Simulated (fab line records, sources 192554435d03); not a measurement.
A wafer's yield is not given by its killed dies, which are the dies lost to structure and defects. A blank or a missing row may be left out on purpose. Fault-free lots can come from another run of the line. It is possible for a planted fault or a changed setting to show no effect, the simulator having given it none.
fab line records	flow n5_finfet
[record] lots = 5	wafers = 15	last_day = 17
route steps=1938 shown BEOL_M14@1761 BEOL_M15@1773 PASSIVATION@1936
lots that met no fault: from a run of the same line without faults
start_h: hours from the record's first day to the start of the lot's first wafer shown	wait_h: hours elapsed since this lot's preceding step	" unchanged from the row above	L1.1+2: a row that stands for several wafers	- value missing, or start not given	* or withheld: withheld	< > ~ a bound
route shown NAME@n: NAME is a module with steps in the file, n the number in the route of the first one	usual: mean/standard deviation taken from wafers without a fault	same: alike in all rows	chamber/n: place in a boat	sites: each site's reading	_std_site: the standard deviation of these	_edge_site: mean of outer sites minus mean of inner sites	radius_mm: for every site, how far away it sits from the centre of the wafer	mask NAME#n: copy n	behind: tool/chamber where the wafer was last shaped	hold: cause of the lot's hold/its duration in hours/its outcome	device: whichever transistor did not switch (one of n, p or np)	end of line: the route-end tests of the same wafers	a step given without rows: its recipe and nothing more	killed: at the first sort, the dies lost to defects and structure; wafer yield is something else	map: a wafer's dies, marking killed ones x, the rest . and places with no die _
set.NAME: setting as actually run; set.NAME@STEP: the setting as run at that earlier step	model.NAME: the simulator's own value behind a step, which no gauge read
a table for each step, a row for each wafer; lots at some steps of the route
services: from which hour (start_h, from the record's first day; less than 0 if before it) a tool's chamber was out of use, for how many hours, and why
[[steps]]
[step N5_BEOL_M14_PRE_CLEAN_42]
[recipe] gas = H2/He	time_s = 30	temp_c = 300
[step N5_BEOL_M14_SPUTTER_43]
[recipe] material = TaN	target_thk_a = 150	temp_c = 50	bias_v = 168.6	power_w = 15000	chamber_pressure_pa = 0.12	time_s = 24.19
[step N5_BEOL_M14_SPUTTER_44]
[recipe] material = Ta	target_thk_a = 150	temp_c = 50	bias_v = 80	power_w = 15000	chamber_pressure_pa = 0.07	time_s = 24.19
[step N5_BEOL_M14_SPUTTER_45]
[recipe] material = Cu	target_thk_a = 1000	temp_c = -20	bias_v = 60	power_w = 26000	chamber_pressure_pa = 0.13	time_s = 16.67
[step N5_BEOL_M14_ECD_47]
[recipe] material = Cu	target_thk_a = 12480
[step N5_BEOL_M14_ANNEAL_48]
[recipe] temp_c = 225	time_s = 90	ambient = N2
[step N5_BEOL_M14_CMP_49]
[recipe] stop_on = SiO2	t_overpolish_s = 5.2	down_force_psi = 2	platen_rpm = 80	clearing_platen_down_force_psi = 2	clearing_platen_rpm = 80	post_cmp_clean = cu_alkaline	target_thk_nm = 560	clearing_platen_pad_velocity_m_s = 1.5917	pad_velocity_m_s = 1.5917
[step N5_BEOL_M14_PRE_CLEAN_52]
[recipe] gas = NH3	time_s = 15	temp_c = withheld	rf_power_w = 300
[step N5_BEOL_M14_DEP_53]
[recipe] material = SiCN	target_thk_a = 500	temp_c = withheld	precursor = 3MS/NH3	pressure_torr = 3	rf_w = 675	time_s = 17.8
[step N5_BEOL_M15_ILD_DEP_00]
[recipe] material = SiO2	target_thk_a = 16293	temp_c = 400	precursor = TEOS/O2	pressure_torr = 6.5	rf_w = 900	teos_flow_sccm = 161.4	gas = O2	flow_sccm = 2650	time_s = 346.1
[usual] chamber_pressure_Torr = 6.500/0.014	heater_power_w = 569/120	showerhead_plenum_p_Torr = 8.365/0.024	susceptor_temp_C = 399.98/0.22	throttle_valve_pct = 18.3/0.77
lot.wafer	tool	chamber	start_h	wait_h	chamber_pressure_Torr	heater_power_w	showerhead_plenum_p_Torr	susceptor_temp_C	throttle_valve_pct	model.SiO2_of_BEOL_M15_ILD_DEP_00.thk_nm
L295.2	pecvd-01	2	262.52	0.0	6.510	563	8.410	399.77	18.0	1611
L295.3	"	0	"	"	6.472	445	8.363	400.02	18.4	1604
L295.4	"	0	"	"	6.475	516	8.365	399.86	18.4	1635
L305.1	pecvd-01	1	323.69	0.0	6.526	401	8.385	391.90	18.6	1710
L305.2	"	0	"	"	6.500	468	8.367	391.98	18.0	1724
L305.4	"	1	"	"	6.515	497	8.361	392.31	18.6	1736
L306.2	pecvd-01	1	324.04	0.0	6.505	528	8.387	392.02	18.7	1703
L306.5	"	2	"	"	6.508	579	8.366	392.13	17.7	1714
L306.6	"	1	"	"	6.504	387	8.368	392.10	18.3	1728
L307.2	pecvd-01	0	334.07	0.0	6.504	437	8.364	392.34	18.3	1693
L307.4	"	2	"	"	6.479	592	8.391	392.09	18.1	1715
L307.5	"	1	"	"	6.506	496	8.379	392.17	18.5	1724
L314.1	pecvd-03	1	378.77	0.0	6.499	823	8.325	400.26	18.8	1639
L314.3	"	0	"	"	6.499	661	8.332	399.89	16.8	1611
L314.5	"	1	"	"	6.488	658	8.335	400.00	19.0	1653
[step N5_BEOL_M15_THK_MEAS_01]
[recipe] reads = SiO2_of_BEOL_M15_ILD_DEP_00
[usual] M15_ILD_THK = 1632/20
lot.wafer	tool	chamber	start_h	wait_h	M15_ILD_THK[nm]
L295.2	film_metro-02	-	262.78	0.1	1610
L295.3	"	-	"	"	1605
L295.4	"	-	"	"	1636
L305.1	film_metro-01	-	323.94	0.1	1710
L305.2	"	-	"	"	1725
L305.4	"	-	"	"	1737
L306.2	film_metro-01	-	324.29	0.1	1703
L306.5	"	-	"	"	1713
L306.6	"	-	"	"	1727
L307.2	film_metro-02	-	334.32	0.1	1696
L307.4	"	-	"	"	1715
L307.5	"	-	"	"	1724
L314.1	film_metro-02	-	379.02	0.1	1637
L314.3	"	-	"	"	1610
L314.5	"	-	"	"	1651
[step N5_BEOL_M15_COAT_58]
[recipe] resist = BARC	temp_c = 205	time_s = 60	spin_rpm = 1500	resist_thk_nm = 89
[step N5_BEOL_M15_COAT_04]
[recipe] spin_rpm = 1704	resist_thk_nm = 800
[step N5_BEOL_M15_EBR_06]
[recipe] solvent = PGMEA	ebr_width_mm = 1.5
[step N5_BEOL_M15_SOFTBAKE_05]
[recipe] temp_c = 130	time_s = 60
[step N5_BEOL_M15_EXPOSE_07]
[recipe] mask_id = V14	na = 0.8	source_shape = annular	sigma_inner = 0.5	sigma_outer = 0.8	polarization = unpolarized	attpsm_phase_deg = 180	dose_mj = 41.25
[step N5_BEOL_M15_PEB_08]
[recipe] peb_temp_c = 130	peb_time_s = 90
[step N5_BEOL_M15_DEVELOP_09]
[recipe] develop_time_s = 45	rinse_liquid = diw	dry = air_spin	dev_temp_c = 21
[step N5_BEOL_M15_HARDBAKE_14]
[recipe] temp_c = 130	time_s = 120
[step N5_BEOL_M15_DESCUM_15]
[recipe] chemistry = O2	time_s = 7.9	source_power_w = 50	bias_power_w = 20	pressure_mtorr = 20	rf_frequency_hz = 2.712e+07	temp_c = 40	o2_flow_sccm = 225
[step N5_BEOL_M15_ETCH_59]
[recipe] chemistry = N2/H2	target = BARC	target_depth_a = 890	overetch_a = 267	time_s = 67.9	ion_energy_ev = 200	pressure_mtorr = 30	source_w = 840	bias_w = 150	n2_flow_sccm = 200	h2_flow_sccm = 200
[step N5_BEOL_M15_VIA_ETCH_16]
[recipe] chemistry = C4F8/O2/Ar	target = SiO2	he_inner_torr = 15	he_outer_torr = 30	target_depth_a = 17922	time_s = withheld	ion_energy_ev = 800	pressure_mtorr = 20	source_w = 1905	bias_w = 2040	Ar_flow_sccm = 400	C4F8_flow_sccm = 16	O2_flow_sccm = 12	ends = cleared
[usual] drypump_motor_current_A = 5.6/0.48	oes_product_au = 0.73/0.088	rf_vpp_V = 2215/32	showerhead_plenum_p_Torr = 3.45/0.098	throttle_valve_pct = 30.84/0.2
lot.wafer	tool	chamber	start_h	wait_h	drypump_motor_current_A	oes_product_au	rf_vpp_V	showerhead_plenum_p_Torr	throttle_valve_pct	model.etch.depth_nm	model.coat_of_BEOL_M15_COAT_04.thk_nm
L295.2	rie_diel-05	3	263.75	0.0	5.5	0.66	2173	3.29	31.10	1611	330
L295.3	"	0	"	"	6.4	0.90	2227	3.39	31.01	1604	328.8
L295.4	"	1	"	"	5.0	0.62	2202	3.52	30.67	1635	325
L305.1	rie_diel-05	3	324.54	0.0	5.5	0.63	2174	3.28	31.12	1710	317.2
L305.2	"	2	"	"	6.4	0.85	2285	3.64	30.83	1724	311
L305.4	"	3	"	"	5.5	0.64	2174	3.28	31.13	1736	308
L306.2	rie_diel-03	3	324.93	0.0	5.4	0.60	2215	3.40	30.99	1703	324.6
L306.5	"	2	"	"	4.8	0.78	2191	3.50	30.90	1714	315
L306.6	"	1	"	"	5.5	0.68	2207	3.45	30.81	1728	316.6
L307.2	rie_diel-05	1	334.93	0.0	5.1	0.93	2203	3.51	30.51	1693	316.6
L307.4	"	2	"	"	6.4	0.85	2286	3.64	30.84	1715	304.4
L307.5	"	0	"	"	6.5	0.83	2226	3.37	31.04	1724	307.6
L314.1	rie_diel-03	0	379.62	0.0	5.6	0.68	2186	3.41	30.74	1639	329.2
L314.3	"	1	"	"	5.4	0.68	2208	3.44	30.85	1611	338.2
L314.5	"	0	"	"	5.6	0.68	2188	3.41	30.75	1653	326.4
[step N5_BEOL_M15_STRIP_63]
[recipe] chemistry = O2	power_w = 600	temp_c = 60	pressure_mtorr = 30	rf_frequency_hz = 6e+07	bias_power_w = 0	overash_fraction = 0.3	o2_flow_sccm = 225
[step N5_BEOL_M15_STRIP_64]
[recipe] chemistry = O2	power_w = 600	temp_c = 60	pressure_mtorr = 30	rf_frequency_hz = 6e+07	bias_power_w = 0	overash_fraction = 0.3	o2_flow_sccm = 225
[step N5_BEOL_M15_STRIP_65]
[recipe] chemistry = post_etch_residue_remover	time_s = 60	temp_c = 25	remover_ph = withheld	remover_water_wt_pct = withheld	remover_fluoride_wt_pct = withheld
[step N5_BEOL_M15_SRD_66]
[recipe] time_s = 30	temp_c = 23	rinse_liquid = diw	dry = n2_spin	spin_rpm = 1500	dry_time_s = 30
[step N5_BEOL_M15_COAT_56]
[recipe] resist = SOC	temp_c = 250	time_s = 60	spin_rpm = 1500	resist_thk_nm = 550
[step N5_BEOL_M15_ETCH_57]
[recipe] chemistry = N2/H2	target = SOC	source_w = 3000	bias_w = 350	time_s = 750	ion_energy_ev = 200	pressure_mtorr = 30	n2_flow_sccm = 200	h2_flow_sccm = 200
[step N5_BEOL_M15_COAT_60]
[recipe] resist = BARC	temp_c = 205	time_s = 60	spin_rpm = 1500	resist_thk_nm = 89
[step N5_BEOL_M15_COAT_22]
[recipe] spin_rpm = 1704	resist_thk_nm = 800
[step N5_BEOL_M15_EBR_24]
[recipe] solvent = PGMEA	ebr_width_mm = 1.5
[step N5_BEOL_M15_SOFTBAKE_23]
[recipe] temp_c = 130	time_s = 60
[step N5_BEOL_M15_EXPOSE_25]
[recipe] mask_id = M15	na = 0.8	source_shape = annular	sigma_inner = 0.5	sigma_outer = 0.8	polarization = unpolarized	target_cd_nm = 400	dose_mj = 35.5
[step N5_BEOL_M15_PEB_26]
[recipe] peb_temp_c = 130	peb_time_s = 90
[step N5_BEOL_M15_DEVELOP_27]
[recipe] develop_time_s = 45	rinse_liquid = diw	dry = air_spin	dev_temp_c = 21
[step N5_BEOL_M15_CMP_49]
[recipe] stop_on = SiO2	t_overpolish_s = 4.9	down_force_psi = 2	platen_rpm = 80	clearing_platen_down_force_psi = 2	clearing_platen_rpm = 80	post_cmp_clean = cu_alkaline	target_thk_nm = 850	clearing_platen_pad_velocity_m_s = 1.5917	pad_velocity_m_s = 1.5917
[usual] clearing_platen_rpm = 80.01/0.044	motor_current_A = 8.1/0.98
lot.wafer	tool	chamber	start_h	wait_h	clearing_platen_rpm	motor_current_A	model.SiO2_of_BEOL_M15_ILD_DEP_00.thk_nm
L295.3	cmp-01	2	269.36	0.2	79.99	9.1	1524
L295.4	"	3	"	"	79.94	6.7	1554
L295.2	"	0	"	"	79.98	9.6	1531
L305.1	cmp-01	2	328.47	0.3	80.02	8.1	1628
L305.2	"	3	"	"	80.04	6.8	1643
L305.4	"	0	"	"	80.09	9.8	1656
L306.2	cmp-02	2	329.42	0.3	79.95	7.7	1624
L306.6	"	1	"	"	79.92	8.5	1649
L306.5	"	2	"	"	79.99	7.3	1635
L307.2	cmp-02	2	338.18	0.2	79.96	7.6	1614
L307.4	"	1	"	"	80.00	8.6	1637
L307.5	"	3	"	"	80.09	9.1	1646
L314.1	cmp-01	3	385.76	0.3	79.98	6.8	1557
L314.3	"	2	"	"	79.98	8.6	1531
L314.5	"	0	"	"	79.99	10.1	1574
[step N5_PASSIVATION_PROBE_49]
[usual] defect_limited_yield = 91.5/1.4	killed_at_M0_to_M3 = 33/10	killed_at_M4_up = 13/5	killed_at_contacts = 13/5.6	killed_at_front_end = 38/12	killed_at_other = 3.9/2.7	killed_dies = 100/16	killed_on_rim = 13/4	killed_open = 66/13	killed_short = 32/7.2	sort_bin_5_function = 5.0/0.97	sort_bin_6_memory = 3.2/0.61	sort_n_pass = 1080/16	sort_yield_pct = 91.5/1.4
[same] gross_dies = 1180	killed_at_back_side = 0	sort_bin_4_leakage[%] = 0	sort_bin_8_speed[%] = 0
lot.wafer	tool	chamber	start_h	wait_h	defect_limited_yield[%]	killed_at_M0_to_M3	killed_at_M4_up	killed_at_contacts	killed_at_front_end	killed_at_other	killed_dies	killed_on_rim	killed_open	killed_short	sort_bin_5_function[%]	sort_bin_6_memory[%]	sort_n_pass	sort_yield_pct[%]
L306.2	prober-01	-	346.72	0.1	92.3	31	12	10	36	2	91	14	70	21	4.6	3.1	1089	92.3
L306.5	prober-01	-	346.87	0.2	90.1	39	16	12	47	3	117	18	94	23	6.2	3.6	1063	90.1
L306.6	prober-01	-	346.92	0.3	91.7	42	13	12	30	1	98	21	62	36	4.8	2.9	1082	91.7
L307.2	prober-02	-	356.80	0.1	90.5	34	16	8	52	2	112	18	66	40	5.0	3.9	1068	90.5
L307.5	prober-02	-	356.95	0.2	92.2	30	9	10	37	6	92	10	68	22	4.1	3.6	1088	92.2
// killed by level:class
L306.2 STI_FIN_REVEAL:geometric_particle:open=13 BEOL_M0_SAQP:geometric_particle:open=10 MOL_CONTACT_COAG:geometric_particle:open=9 DUMMY_GATE:geometric_particle:open=7 BEOL_M3:geometric_particle:open=7 BEOL_M0_SAQP:geometric_particle:short=6 BEOL_M2:geometric_particle:open=6 BEOL_M4:geometric_particle:open=6
L306.5 STI_FIN_REVEAL:geometric_particle:open=25 BEOL_M3:geometric_particle:open=13 MOL_CONTACT_COAG:geometric_particle:open=10 BEOL_M1:geometric_particle:open=8 BEOL_M4:geometric_particle:open=8 BEOL_M0_SAQP:geometric_particle:short=5 BEOL_M2:geometric_particle:open=5 FIN_SAQP:geometric_particle:short=4
L306.6 BEOL_M0_SAQP:geometric_particle:open=12 BEOL_M0_SAQP:geometric_particle:short=9 MOL_CONTACT_COAG:geometric_particle:open=9 BEOL_M3:geometric_particle:open=8 STI_FIN_REVEAL:geometric_particle:open=5 BEOL_M1:geometric_particle:open=5 ILD0:geometric_particle:short=4 BEOL_M5:geometric_particle:open=4
L307.2 FIN_SAQP:geometric_particle:short=17 FIN_SAQP:geometric_particle:open=9 MOL_CONTACT_COAG:geometric_particle:open=7 BEOL_M3:geometric_particle:open=7 GATE_CUT:geometric_particle:short=6 BEOL_M0_SAQP:geometric_particle:open=6 BEOL_M1:geometric_particle:open=6 BEOL_M4:geometric_particle:open=6
L307.5 BEOL_M2:geometric_particle:open=12 MOL_CONTACT_COAG:geometric_particle:open=10 BEOL_M0:geometric_particle:open=6 FIN_SAQP:geometric_particle:short=5 STI_FIN_REVEAL:geometric_particle:open=5 FIN_SAQP:geometric_particle:open=4 ILD0:geometric_particle:open=4 ILD0:geometric_particle:short=4
[[services]]
tool	chamber	start_h	hours	kind
rie_diel-05	0	241.21	-	clean
rie_diel-05	0	241.21	-	consumable_replace:focus_ring
rie_diel-05	0	241.21	16.2	scheduled_down
rie_diel-05	0	241.21	16.2	vent_cycle
cmp-02	-	246.20	5.2	pm
rie_diel-05	-	253.86	0.2	repair
rie_diel-05	2	270.57	-	clean
rie_diel-05	2	270.57	-	consumable_replace:focus_ring
rie_diel-05	2	270.57	-	consumable_replace:showerhead
rie_diel-05	2	270.57	31.4	scheduled_down
rie_diel-05	2	270.57	31.4	vent_cycle
pecvd-03	-	286.97	14.6	pm
cmp-01	-	292.42	2.4	repair
cmp-02	-	294.59	1.2	repair
rie_diel-03	0	312.23	12.7	repair
rie_diel-05	1	313.46	-	clean
rie_diel-05	1	313.46	-	consumable_replace:focus_ring
rie_diel-05	1	313.46	15.3	scheduled_down
rie_diel-05	1	313.46	15.3	vent_cycle
pecvd-01	0	347.62	5.5	scheduled_down
rie_diel-03	3	348.85	-	clean
cmp-02	-	359.51	4.0	pm
rie_diel-05	1	367.43	4.6	repair
pecvd-01	-	369.92	28.1	pm
[[key]]
[first_sign] step = N5_BEOL_M15_ILD_DEP_00	reading = susceptor_temp_C	direction = down	sigmas = 36	usual = *	struck = *
[effect] step = N5_BEOL_M15_THK_MEAS_01	reading = M15_ILD_THK	direction = up	sigmas = 4.3	usual = 1632	struck = 1717
[model_effect] step = N5_BEOL_M15_ILD_DEP_00	value = SiO2_of_BEOL_M15_ILD_DEP_00.thk_nm	without = 1633	struck = 1716
[model_effect] step = N5_BEOL_M15_VIA_ETCH_16	value = etch.depth_nm	without = 1633	struck = 1716
[model_effect] step = N5_BEOL_M15_CMP_49	value = SiO2_of_BEOL_M15_ILD_DEP_00.thk_nm	without = 1553	struck = 1637
met_at N5_BEOL_M15_ILD_DEP_00
struck_wafers L305.1,L305.2,L305.4,L306.2,L306.5,L306.6,L307.2,L307.4,L307.5
[fault] kind = process_parameter_drift	tool = pecvd-01	chamber = -	onset_h = 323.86	steps = N5_BEOL_M15_ILD_DEP_00	channel = temp_c	offset = *	shape = step	end_h = 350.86	acts_in = *	stated = *
